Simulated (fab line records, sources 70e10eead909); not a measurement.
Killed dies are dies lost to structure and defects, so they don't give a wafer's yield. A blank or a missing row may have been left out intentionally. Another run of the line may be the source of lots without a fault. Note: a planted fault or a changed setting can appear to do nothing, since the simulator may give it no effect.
Chamber matching :: flow nandHarc :: rieDiel-08 running NHARC_A_STAIRCASE_ETCH_313: 4 sister chambers
The step etches the open film in CF4/CHF3. 16 wafers are shown with their chamber, then 8 later ones without.

EACH WAFER AND ITS CHAMBER
wafer: L080.1
chamber: 3
showerheadPlenumPTorr (Torr): 1.49
rfVppV (V): 368.7
biasW (W): 200.2

wafer: L080.2
chamber: 1
showerheadPlenumPTorr (Torr): 1.47
rfVppV (V): 366.5
biasW (W): 200.7

wafer: L080.4
chamber: 2
showerheadPlenumPTorr (Torr): 1.57
rfVppV (V): 371.6
biasW (W): 200.7

wafer: L083.3
chamber: 2
showerheadPlenumPTorr (Torr): 1.57
rfVppV (V): 369.7
biasW (W): 201.1

wafer: L083.5
chamber: 1
showerheadPlenumPTorr (Torr): 1.46
rfVppV (V): 367.2
biasW (W): 199.8

wafer: L083.6
chamber: 2
showerheadPlenumPTorr (Torr): 1.57
rfVppV (V): 370.5
biasW (W): 200.4

wafer: L084.2
chamber: 1
showerheadPlenumPTorr (Torr): 1.46
rfVppV (V): 368.5
biasW (W): 199.3

wafer: L084.3
chamber: 2
showerheadPlenumPTorr (Torr): 1.57
rfVppV (V): 371.7
biasW (W): 201.2

wafer: L084.6
chamber: 3
showerheadPlenumPTorr (Torr): 1.48
rfVppV (V): 368.1
biasW (W): 199.8

wafer: L088.2
chamber: 0
showerheadPlenumPTorr (Torr): 1.67
rfVppV (V): 373.8
biasW (W): 201.2

wafer: L088.3
chamber: 1
showerheadPlenumPTorr (Torr): 1.46
rfVppV (V): 366.8
biasW (W): 200.4

wafer: L088.6
chamber: 1
showerheadPlenumPTorr (Torr): 1.46
rfVppV (V): 367.8
biasW (W): 200.6

wafer: L092.1
chamber: 2
showerheadPlenumPTorr (Torr): 1.56
rfVppV (V): 369.9
biasW (W): 200.1

wafer: L092.3
chamber: 1
showerheadPlenumPTorr (Torr): 1.70
rfVppV (V): 375.4
biasW (W): 200.6

wafer: L092.5
chamber: 1
showerheadPlenumPTorr (Torr): 1.70
rfVppV (V): 374.3
biasW (W): 200.2

wafer: L095.1
chamber: 3
showerheadPlenumPTorr (Torr): 1.48
rfVppV (V): 368.7
biasW (W): 200.7

SIGNATURES, as means of the wafers listed above
reading: showerheadPlenumPTorr
chamber 0: 1.6700
chamber 1: 1.5300
chamber 2: 1.5680
chamber 3: 1.4833
scatter within a chamber: 0.0822

reading: rfVppV
chamber 0: 373.800
chamber 1: 369.500
chamber 2: 370.680
chamber 3: 368.500
scatter within a chamber: 2.69

reading: biasW
chamber 0: 201.200
chamber 1: 200.229
chamber 2: 200.700
chamber 3: 200.233
scatter within a chamber: 0.487
Rule: a wafer lies at a distance from a chamber equal to the root of the sum of squares, over the readings, of (its reading less the chamber's mean, divided by the reading's scatter). If the next closest chamber is less than 2 further off than the closest, the wafer can't be placed; otherwise it belongs to the closest. The scatter is the square root of a quotient: the sum, over the shown wafers, of each reading's squared deviation from its chamber's mean, divided by wafers minus chambers.

WAFERS WHOSE CHAMBER IS MISSING
wafer: L095.3
showerheadPlenumPTorr (Torr): 1.70
rfVppV (V): 373.0
biasW (W): 199.3

wafer: L095.4
showerheadPlenumPTorr (Torr): 1.56
rfVppV (V): 371.2
biasW (W): 199.6

wafer: L096.2
showerheadPlenumPTorr (Torr): 1.56
rfVppV (V): 371.9
biasW (W): 199.6

wafer: L096.4
showerheadPlenumPTorr (Torr): 1.70
rfVppV (V): 373.5
biasW (W): 199.7

wafer: L096.6
showerheadPlenumPTorr (Torr): 1.47
rfVppV (V): 367.2
biasW (W): 199.7

wafer: L097.1
showerheadPlenumPTorr (Torr): 1.47
rfVppV (V): 367.6
biasW (W): 200.5

wafer: L097.3
showerheadPlenumPTorr (Torr): 1.70
rfVppV (V): 374.5
biasW (W): 199.7

wafer: L097.4
showerheadPlenumPTorr (Torr): 1.56
rfVppV (V): 369.3
biasW (W): 200.3

WHICH CHAMBER EACH ONE RAN IN
wafer: L095.3
from the rows above: can't be placed: 1 or 2 or 3 or 0
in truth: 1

wafer: L095.4
from the rows above: can't be placed: 1 or 3 or 2
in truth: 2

wafer: L096.2
from the rows above: can't be placed: 1 or 3 or 2
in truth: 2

wafer: L096.4
from the rows above: can't be placed: 1 or 2 or 0 or 3
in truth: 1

wafer: L096.6
from the rows above: can't be placed: 3 or 1 or 2
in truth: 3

wafer: L097.1
from the rows above: can't be placed: 3 or 1 or 2
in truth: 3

wafer: L097.3
from the rows above: can't be placed: 2 or 1 or 0 or 3
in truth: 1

wafer: L097.4
from the rows above: can't be placed: 1 or 2 or 3
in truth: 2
Correctly placed: 0 of 8. From these rows, 8 cannot be placed; in 8 the true chamber is one of the candidates. Number placed wrongly: 0.
